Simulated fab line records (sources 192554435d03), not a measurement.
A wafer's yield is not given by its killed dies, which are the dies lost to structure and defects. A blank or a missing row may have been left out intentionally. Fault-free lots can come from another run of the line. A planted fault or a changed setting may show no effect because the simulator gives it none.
fab line records | flow n5Finfet
record: lots: 10 wafers: 30 lastDay: 17
route steps=1938 shown HKMG_FIN@414 BEOL_M4@1091 BEOL_M5@1115 PASSIVATION@1936
lots untouched by any fault: they come from a run of this same line in which no faults occurred
startH: hours from the record's first day to the start of the lot's first wafer shown | waitH: hours since the lot's step before | " same as the row above | L1.1+2: several wafers, shown together as one row | - value missing, or start not given | * or withheld: withheld | < > ~ a bound
route shown NAME@n: a module of which the file shows steps, and the number in the route of the first | usual: average and standard deviation across the fault-free wafers | same: alike in all rows | chamber/n: place in a boat | sites: per-site readings | _std_site: the values' standard deviation | _edge_site: the outer-site mean with the inner-site mean subtracted | radiusMm: for every site, how far away it sits from the centre of the wafer | mask NAME#n: copy n | behind: the last tool/chamber to shape the wafer | hold: reason for holding the lot/hours on hold/outcome of the hold | device: whichever transistor did not switch (one of n, p or np) | end of line: the route-end tests of the same wafers | a step with no rows: only its recipe | killed: dies lost to structure and defects at the first sort, not the wafer's yield | map: per-die view of a wafer (x killed, . not killed, _ where there is no die)
set.NAME: the setting as run; set.NAME@STEP: as run at that earlier step | model.NAME: the simulator's own value behind a step, which no gauge read
route steps across a sampled set of lots; one table per step, one row per wafer
services: a tool's chamber out of use, with start hour (startH, from the record's first day; less than 0 if before it), hours out, and reason
== steps ==
step: N5_HKMG_FIN_RTA_80
recipe: tempC: withheld timeS: 2 ambient: N2 idleTempC: 600 rampUpCPerS: 150 rampDownCPerS: 60 coolToC: 600
columns lot.wafer tool chamber startH waitH
L886.2+4+5 rtpAnneal-02 0 94.62 0.1
L887.3+5+6 rtpAnneal-02 0 96.86 0.3
L889.1+2+4 rtpAnneal-02 0 115.70 0.1
L890.1+3+4 rtpAnneal-02 0 120.40 0.1
L891.1+4+6 rtpAnneal-02 0 127.34 0.1
L892.3+4+5 rtpAnneal-02 0 131.78 0.1
L900.1+2+6 rtpAnneal-02 0 175.45 0.1
L901.3+4+5 rtpAnneal-02 0 182.03 0.1
L903.2+5+6 rtpAnneal-02 0 200.57 0.1
L904.1+4+6 rtpAnneal-02 0 202.66 0.2
step: N5_BEOL_M4_ANNEAL_87
recipe: tempC: 400 timeS: 240 ambient: vacuum
usual: heaterPowerW: 844/79 susceptorTempC: 400.01/0.22
columns lot.wafer tool chamber startH waitH heaterPowerW susceptorTempC
L886.2 pvdSputter-02 - 188.61 0.0 861 400.09
L886.4 " - " " 917 400.17
L886.5 " - " " 880 400.16
L887.3 pvdSputter-02 - 193.89 0.0 853 399.61
L887.5 " - " " 820 400.28
L887.6 " - " " 870 400.16
L889.1 pvdSputter-02 - 203.23 0.0 858 399.90
L889.2 " - " " 857 400.38
L889.4 " - " " 903 399.92
L890.1 pvdSputter-01 - 222.17 0.0 821 400.09
L890.3 " - " " 749 400.15
L890.4 " - " " 761 400.11
L891.1 pvdSputter-03 - 222.32 0.0 740 399.99
L891.4 " - " " 893 400.02
L891.6 " - " " 960 400.37
L892.3 pvdSputter-03 - 225.59 0.0 747 399.85
L892.4 " - " " 926 399.82
L892.5 " - " " 892 399.81
L900.1 pvdSputter-01 - 281.10 0.0 793 400.04
L900.2 " - " " 728 400.18
L900.6 " - " " 964 399.89
L901.3 pvdSputter-02 - 284.27 0.0 841 399.77
L901.4 " - " " 847 400.36
L901.5 " - " " 826 399.82
L904.1 pvdSputter-01 - 302.74 0.0 754 399.93
L904.4 " - " " 751 399.74
L904.6 " - " " 801 400.18
L903.2 pvdSputter-02 - 303.93 0.0 890 399.75
L903.5 " - " " 837 400.12
L903.6 " - " " 851 400.43
step: N5_BEOL_M4_ANNEAL_91
recipe: tempC: 400 timeS: 240 ambient: vacuum
usual: heaterPowerW: 845/81 susceptorTempC: 399.97/0.22
columns lot.wafer tool chamber startH waitH heaterPowerW susceptorTempC
L886.2 pvdSputter-02 - 189.05 0.0 864 399.85
L886.4 " - " " 915 399.84
L886.5 " - " " 851 399.96
L887.3 pvdSputter-02 - 194.33 0.0 835 399.88
L887.5 " - " " 835 400.04
L887.6 " - " " 873 399.83
L889.1 pvdSputter-02 - 203.67 0.0 827 399.92
L889.2 " - " " 850 399.83
L889.4 " - " " 894 399.45
L890.1 pvdSputter-01 - 222.61 0.0 810 400.14
L890.3 " - " " 746 399.80
L890.4 " - " " 749 399.96
L891.1 pvdSputter-03 - 222.76 0.0 747 399.65
L891.4 " - " " 911 400.02
L891.6 " - " " 954 399.48
L892.3 pvdSputter-03 - 226.03 0.0 760 399.86
L892.4 " - " " 919 400.06
L892.5 " - " " 918 400.07
L900.1 pvdSputter-01 - 281.54 0.0 815 400.08
L900.2 " - " " 760 400.03
L900.6 " - " " 1010 399.95
L901.3 pvdSputter-02 - 284.71 0.0 833 399.78
L901.4 " - " " 850 399.89
L901.5 " - " " 864 400.01
L904.1 pvdSputter-01 - 303.18 0.0 752 399.88
L904.4 " - " " 735 400.07
L904.6 " - " " 812 400.10
L903.2 pvdSputter-02 - 304.37 0.0 927 400.02
L903.5 " - " " 840 399.84
L903.6 " - " " 823 400.04
step: N5_BEOL_M4_RC_MEAS_101
usual: DIBL_N: 36.4/1.6 DIBL_P: 35.9/2 IOFF_N: 0.152/0.03 IOFF_P: 0.20/0.032 IOFF_P_LONG: 0.000101/6.6e-06 ION_N: 670/12 ION_P: 459/7.3 SS_N: 71.6/0.55 SS_P: 73.2/0.69 VT_N: 251/3.5 VT_N_LVT: 100/3.4 VT_P: -252/3.2 VT_P_LONG: -276.4/2.5
columns lot.wafer tool chamber startH waitH DIBL_N[mV/V] DIBL_P[mV/V] IOFF_N[nA/um] IOFF_P[nA/um] IOFF_P_LONG[nA/um] ION_N[uA/um] ION_P[uA/um] SS_N[mV/dec] SS_P[mV/dec] VT_N[mV] VT_N_LVT[mV] VT_P[mV] VT_P_LONG[mV]
L886.2 prober-01 0 190.88 0.2 36.8 34.9 0.133 0.21 0.000106 655 459 71.6 73.7 252 103 -252 -273.3
L886.4 " 0 " " 39.9 38.3 0.198 0.25 0.000105 687 467 72.0 73.9 247 97 -249 -273.8
L886.5 " 0 " " 39.2 38.4 0.181 0.25 0.000103 683 464 71.8 73.7 248 98 -252 -273.7
L887.3 prober-01 0 197.53 0.3 37.2 37.4 0.177 0.22 9.5e-05 688 468 72.4 73.6 247 96 -248 -278.9
L887.5 " 0 " " 35.7 35.0 0.148 0.19 9.8e-05 679 459 71.9 72.8 251 97 -252 -274.0
L887.6 " 0 " " 34.9 35.2 0.142 0.18 0.000101 678 460 71.8 72.6 251 99 -250 -277.3
L889.1 prober-02 0 205.41 0.0 34.1 35.9 0.137 0.20 9.6e-05 666 462 71.4 72.8 252 98 -251 -277.0
L889.2 " 0 " " 36.5 38.9 0.184 0.24 9.5e-05 681 467 71.9 73.5 246 95 -252 -275.7
L889.4 " 0 " " 33.6 35.0 0.140 0.18 9.6e-05 674 457 71.2 72.2 249 99 -256 -280.0
L890.1 prober-01 0 224.37 0.0 34.1 33.3 0.108 0.13 9.5e-05 658 448 70.8 72.8 258 105 -261 -279.4
L890.3 " 0 " " 38.1 39.7 0.193 0.22 9e-05 688 467 71.8 74.8 247 95 -251 -279.7
L890.4 " 0 " " 35.6 35.3 0.132 0.16 9.6e-05 674 458 71.5 73.4 253 101 -253 -278.1
L891.1 prober-02 0 224.57 0.0 36.9 34.1 0.151 0.18 9.2e-05 681 453 72.2 73.2 251 101 -255 -278.3
L891.4 " 0 " " 36.9 34.5 0.152 0.19 9.6e-05 680 468 71.7 73.0 251 100 -255 -278.0
L891.6 " 0 " " 36.3 34.2 0.139 0.19 9.4e-05 669 464 71.5 73.0 251 102 -251 -276.5
L892.3 prober-01 0 228.07 0.4 39.0 39.5 0.203 0.21 8.3e-05 686 461 72.2 73.6 248 96 -253 -283.4
L892.4 " 0 " " 39.8 41.5 0.230 0.25 8.9e-05 691 470 72.4 74.4 246 93 -251 -280.5
L892.5 " 0 " " 35.8 36.2 0.138 0.17 8.6e-05 666 453 71.7 73.2 253 101 -256 -280.6
L900.1 prober-01 0 283.24 0.0 35.1 34.8 0.137 0.18 0.000109 665 457 71.3 72.7 253 102 -251 -274.6
L900.2 " 0 " " 36.5 37.0 0.164 0.22 0.000111 690 466 71.9 71.8 248 98 -249 -272.7
L900.6 " 0 " " 36.9 36.8 0.167 0.22 0.00011 677 467 72.7 73.3 251 97 -251 -272.6
L901.3 prober-02 0 286.72 0.3 35.8 36.2 0.132 0.13 7.2e-05 661 445 71.5 73.2 253 92 -263 -285.6
L901.4 " 0 " " 38.4 37.5 0.154 0.14 7.7e-05 644 431 72.5 73.4 258 93 -262 -288.8
L901.5 " 0 " " 34.2 34.3 0.101 0.12 7.9e-05 642 440 71.0 72.5 260 97 -262 -285.6
L904.1 prober-01 0 304.86 0.0 36.5 35.5 0.150 0.12 8.1e-05 658 431 71.2 72.4 251 90 -263 -288.3
L904.4 " 0 " " 38.0 38.3 0.195 0.16 8.1e-05 674 437 71.8 73.4 248 85 -260 -289.6
L904.6 " 0 " " 38.2 37.2 0.174 0.14 7.9e-05 666 437 71.7 72.5 250 88 -262 -285.2
L903.2 prober-02 0 306.21 0.2 36.5 35.1 0.158 0.13 7.9e-05 665 438 71.3 73.7 250 88 -261 -288.8
L903.5 " 0 " " 34.4 32.5 0.117 0.11 7.7e-05 650 436 71.3 71.8 256 93 -265 -286.7
L903.6 " 0 " " 33.4 32.2 0.105 0.10 8.1e-05 648 435 70.6 72.4 254 93 -263 -287.0
step: N5_BEOL_M5_PECVD_70
recipe: material: SiO2 targetThkA: 160 tempC: 400 precursor: TEOS/O2 pressureTorr: 5.5 rfW: 450 teosFlowSccm: 53.8 gas: O2 flowSccm: 3000 timeS: 18
usual: heaterPowerW: 654/77 rfFwdPowerW: 444.9/1.6 showerheadPlenumPTorr: 8.81/0.07 susceptorTempC: 400.02/0.22 throttleValvePct: 23.1/1.4
columns lot.wafer tool chamber startH waitH heaterPowerW rfFwdPowerW showerheadPlenumPTorr susceptorTempC throttleValvePct
L886.2 pecvd-04 2 192.30 0.0 644 446.6 8.75 399.96 21.7
L886.4 " 0 " " 606 444.6 8.83 399.97 24.0
L886.5 " 1 " " 584 446.7 8.86 399.84 25.3
L887.3 pecvd-02 1 199.98 0.0 565 444.7 8.70 400.13 22.3
L887.5 " 2 " " 655 445.3 8.76 399.98 21.0
L887.6 " 1 " " 560 442.1 8.71 400.01 22.5
L889.1 pecvd-03 0 206.98 0.0 701 444.2 8.88 399.71 21.8
L889.2 " 2 " " 779 443.3 8.86 399.92 22.2
L889.4 " 2 " " 756 442.6 8.89 399.59 21.9
L890.1 pecvd-02 0 226.09 0.0 508 441.3 8.70 400.22 23.4
L890.3 " 2 " " 744 445.7 8.77 400.18 21.0
L890.4 " 2 " " 739 443.5 8.75 400.29 21.1
L891.1 pecvd-04 0 226.15 0.0 658 446.8 8.83 399.82 24.0
L891.4 " 0 " " 660 447.4 8.83 399.97 24.1
L891.6 " 0 " " 677 446.4 8.80 400.24 24.3
L892.3 pecvd-04 0 229.36 0.1 574 444.5 8.84 399.86 24.2
L892.4 " 1 " " 604 445.2 8.84 400.16 25.0
L892.5 " 1 " " 609 444.2 8.82 399.91 25.2
L900.1 pecvd-02 2 284.82 0.0 657 445.3 8.74 399.85 21.2
L900.2 " 0 " " 600 445.0 8.72 400.13 23.4
L900.6 " 2 " " 665 443.6 8.73 399.89 21.3
L901.3 pecvd-04 1 288.02 0.1 658 444.3 8.83 399.96 25.2
L901.4 " 0 " " 655 447.3 8.82 399.76 24.4
L901.5 " 0 " " 648 444.6 8.82 400.16 24.3
L904.1 pecvd-04 0 306.44 0.0 607 446.8 8.83 400.02 24.7
L904.4 " 2 " " 625 447.2 8.74 399.99 19.6
L904.6 " 0 " " 602 445.0 8.82 399.59 24.5
L903.2 pecvd-03 1 307.62 0.0 863 443.1 8.93 400.05 23.0
L903.5 " 2 " " 765 445.6 8.86 399.84 22.3
L903.6 " 0 " " 701 445.7 8.89 399.99 22.0
step: N5_PASSIVATION_PROBE_49
usual: defectLimitedYield: 91.7/1.2 killed_at_M0_to_M3: 33/9.5 killed_at_M4_up: 13/4.9 killedAtContacts: 13/6.6 killedAtFrontEnd: 36/11 killedAtOther: 3.0/2.6 killedDies: 97/14 killedOpen: 65/11 killedShort: 31/6.6 sort_bin_5_function: 4.8/0.82 sort_bin_6_memory: 3.1/0.58 sort_bin_8_speed: 0.00/0.02 sortNPass: 1083/14 sortYieldPct: 91.7/1.2
same: grossDies: 1180 killedAtBackSide: 0 sort_bin_4_leakage[%]: 0
columns lot.wafer tool chamber startH waitH defectLimitedYield[%] killed_at_M0_to_M3 killed_at_M4_up killedAtContacts killedAtFrontEnd killedAtOther killedDies killedOpen killedShort sort_bin_5_function[%] sort_bin_6_memory[%] sort_bin_8_speed[%] sortNPass sortYieldPct[%]
L891.1 prober-01 - 324.25 0.0 92.6 35 10 6 36 0 87 69 15 4.4 2.8 0 1093 92.6
L891.4 prober-01 - 324.40 0.2 91.9 33 14 7 37 4 95 64 28 5.3 2.4 0 1085 91.9
L891.6 prober-01 - 324.50 0.3 92.0 31 13 3 43 4 94 54 39 5.2 2.7 0 1086 92.0
L901.3 prober-01 - 392.08 0.1 89.9 40 12 17 44 6 119 77 39 5.7 4.0 0.08 1060 89.8
L901.4 prober-01 - 392.13 0.2 92.0 19 25 8 37 5 94 56 35 4.6 2.9 3.90 1040 88.1
L901.5 prober-01 - 392.18 0.2 90.3 35 11 10 57 2 115 78 37 6.9 2.8 0.17 1063 90.1
L904.1 prober-02 - 415.26 0.0 93.2 18 22 6 29 5 80 54 26 4.0 2.6 6.61 1022 86.6
L904.4 prober-02 - 415.41 0.2 92.5 36 19 7 23 3 88 56 30 4.1 3.0 0.17 1090 92.4
L904.6 prober-02 - 415.51 0.3 94.4 19 16 15 13 3 66 41 25 3.1 2.5 1.02 1102 93.4
L903.2 prober-02 - 417.28 0.1 91.8 27 21 5 44 0 97 70 21 4.7 3.0 0.85 1073 90.9
L903.5 prober-02 - 417.43 0.2 92.4 25 12 6 47 0 90 56 33 3.7 3.6 7.80 998 84.6
L903.6 prober-02 - 417.48 0.3 90.8 33 10 9 53 3 108 67 40 5.7 3.2 2.54 1042 88.3
killed by level:class
L891.1 STI_FIN_REVEAL:geometricParticle:open=14 BEOL_M2:geometricParticle:open=11 BEOL_M1:geometricParticle:open=8 DUMMY_GATE:geometricParticle:open=6 MOL_CONTACT_COAG:geometricParticle:open=6 BEOL_M0_SAQP:geometricParticle:open=6 GATE_CUT:geometricParticle:open=4 BEOL_M0_SAQP:geometricParticle:short=3
L891.4 STI_FIN_REVEAL:geometricParticle:open=10 BEOL_M1:geometricParticle:open=9 GATE_CUT:geometricParticle:short=7 BEOL_M0_SAQP:geometricParticle:short=7 BEOL_M2:geometricParticle:open=7 BEOL_M4:geometricParticle:open=7 DUMMY_GATE:geometricParticle:open=6 FIN_SAQP:geometricParticle:short=5
L891.6 FIN_SAQP:geometricParticle:short=10 BEOL_M0_SAQP:geometricParticle:short=9 BEOL_M1:geometricParticle:open=8 STI_FIN_REVEAL:geometricParticle:open=7 DUMMY_GATE:geometricParticle:open=6 GATE_CUT:geometricParticle:short=5 DUMMY_GATE:geometricParticle:short=4 BEOL_M0_SAQP:geometricParticle:open=4
L901.3 BEOL_M2:geometricParticle:open=13 MOL_CONTACT_COAG:geometricParticle:open=12 STI_FIN_REVEAL:geometricParticle:open=11 BEOL_M0_SAQP:geometricParticle:short=9 BEOL_M0_SAQP:geometricParticle:open=6 FIN_SAQP:geometricParticle:open=5 GATE_CUT:geometricParticle:short=5 MOL_CONTACT_COAG:geometricParticle:short=5
L901.4 BEOL_M4:geometricParticle:open=10 STI_FIN_REVEAL:geometricParticle:open=9 FIN_SAQP:geometricParticle:short=6 BEOL_M0_SAQP:geometricParticle:short=6 GATE_CUT:geometricParticle:short=5 MOL_CONTACT_COAG:geometricParticle:open=5 BEOL_M0_SAQP:geometricParticle:open=4 BEOL_M8:geometricParticle:open=4
L901.5 STI_FIN_REVEAL:geometricParticle:open=15 BEOL_M0_SAQP:geometricParticle:short=10 MOL_CONTACT_COAG:geometricParticle:open=8 BEOL_M0_SAQP:geometricParticle:open=8 FIN_SAQP:geometricParticle:open=7 FIN_SAQP:geometricParticle:short=6 GATE_CUT:geometricParticle:open=6 BEOL_M2:geometricParticle:open=6
L904.1 BEOL_M4:geometricParticle:open=14 BEOL_M1:geometricParticle:open=8 FIN_SAQP:geometricParticle:short=6 STI_FIN_REVEAL:geometricParticle:open=6 MOL_CONTACT_COAG:geometricParticle:open=6 GATE_CUT:geometricParticle:short=6 BEOL_M3:geometricParticle:open=3 BEOL_M4:geometricParticle:short=3
L904.4 BEOL_M4:geometricParticle:open=10 BEOL_M1:geometricParticle:open=9 BEOL_M0_SAQP:geometricParticle:short=5 BEOL_M2:geometricParticle:short=5 BEOL_M3:geometricParticle:open=5 STARTING-WAFER:geometricParticle:open=5 MOL_CONTACT_COAG:geometricParticle:open=4 BEOL_M2:geometricParticle:open=4
L904.6 MOL_CONTACT_COAG:geometricParticle:open=11 BEOL_M4:geometricParticle:open=10 MOL_CONTACT_COAG:geometricParticle:short=4 BEOL_M1:geometricParticle:short=4 BEOL_M1:geometricParticle:open=4 DUMMY_GATE:geometricParticle:short=3 BEOL_M4:geometricParticle:short=3 BEOL_M3:geometricParticle:short=3
L903.2 BEOL_M4:geometricParticle:open=13 FIN_SAQP:geometricParticle:open=9 STI_FIN_REVEAL:geometricParticle:open=8 BEOL_M3:geometricParticle:open=8 FIN_SAQP:geometricParticle:short=6 BEOL_M0_SAQP:geometricParticle:open=6 BEOL_M1:geometricParticle:open=5 STARTING-WAFER:geometricParticle:open=5
L903.5 FIN_SAQP:geometricParticle:short=15 BEOL_M4:geometricParticle:open=8 FIN_SAQP:geometricParticle:open=7 STI_FIN_REVEAL:geometricParticle:open=5 MOL_CONTACT_COAG:geometricParticle:open=5 BEOL_M0_SAQP:geometricParticle:open=5 BEOL_M0_SAQP:geometricParticle:short=5 BEOL_M1:geometricParticle:open=5
L903.6 STI_FIN_REVEAL:geometricParticle:open=15 BEOL_M0_SAQP:geometricParticle:short=9 GATE_CUT:geometricParticle:short=8 MOL_CONTACT_COAG:geometricParticle:open=8 BEOL_M0_SAQP:geometricParticle:open=7 BEOL_M3:geometricParticle:open=7 FIN_SAQP:geometricParticle:open=6 FIN_SAQP:geometricParticle:short=5
== services ==
columns tool chamber startH hours kind
pecvd-03 - 75.68 0.7 repair
pecvd-03 - 91.93 21.2 repair
pvdSputter-02 - 126.69 1.7 repair
pvdSputter-02 - 139.18 2.4 repair
pecvd-02 2 145.44 6.6 repair
pecvd-02 2 152.04 2.1 scheduledDown
pvdSputter-02 - 172.16 13.8 repair
pecvd-03 1 202.01 7.2 repair
pecvd-04 2 202.41 - clean
pecvd-04 2 202.41 - consumableReplace:showerhead
pecvd-04 2 202.41 29.0 scheduledDown
pecvd-04 2 202.41 29.0 ventCycle
pecvd-03 - 225.47 1.4 repair
pecvd-04 2 242.49 15.4 repair
pecvd-03 0 247.97 2.1 scheduledDown
pecvd-03 - 248.82 1.2 repair
pecvd-04 2 268.91 5.0 scheduledDown
pecvd-04 0 279.21 2.1 scheduledDown
pecvd-03 2 282.74 2.1 scheduledDown
pecvd-04 2 283.45 12.7 repair
pecvd-02 - 295.04 2.8 pm
== key ==
firstSign: step: N5_BEOL_M4_RC_MEAS_101 reading: VT_P_LONG direction: down sigmas: 4.4 usual: -276.4 struck: -287.3
effect: step: N5_BEOL_M4_RC_MEAS_101 reading: IOFF_P_LONG direction: down sigmas: 3.4 usual: 0.000101 struck: 7.8e-05
effect: step: N5_BEOL_M4_RC_MEAS_101 reading: VT_P direction: down sigmas: 3.3 usual: -252 struck: -262
effect: step: N5_BEOL_M4_RC_MEAS_101 reading: VT_N_LVT direction: down sigmas: 2.7 usual: 100 struck: 91
effect: step: N5_BEOL_M4_RC_MEAS_101 reading: IOFF_P direction: down sigmas: 2.2 usual: 0.20 struck: 0.13
effect: step: N5_PASSIVATION_PROBE_49 reading: sort_bin_8_speed direction: up sigmas: 30 usual: 0.00 struck: 2.57 wafersMoved: 8
metAt N5_HKMG_FIN_RTA_80
struckLots L901,L903,L904
notActingAt N5_BEOL_M4_ANNEAL_87,N5_BEOL_M4_ANNEAL_91,N5_BEOL_M5_PECVD_70
onsetBetween 175.45 182.03
alsoFits time
fault: kind: processParameterDrift tool: rtpAnneal-02 chamber: - onsetH: 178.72 steps: N5_HKMG_FIN_RTA_80 channel: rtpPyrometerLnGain offset: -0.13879 shape: step endH: 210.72
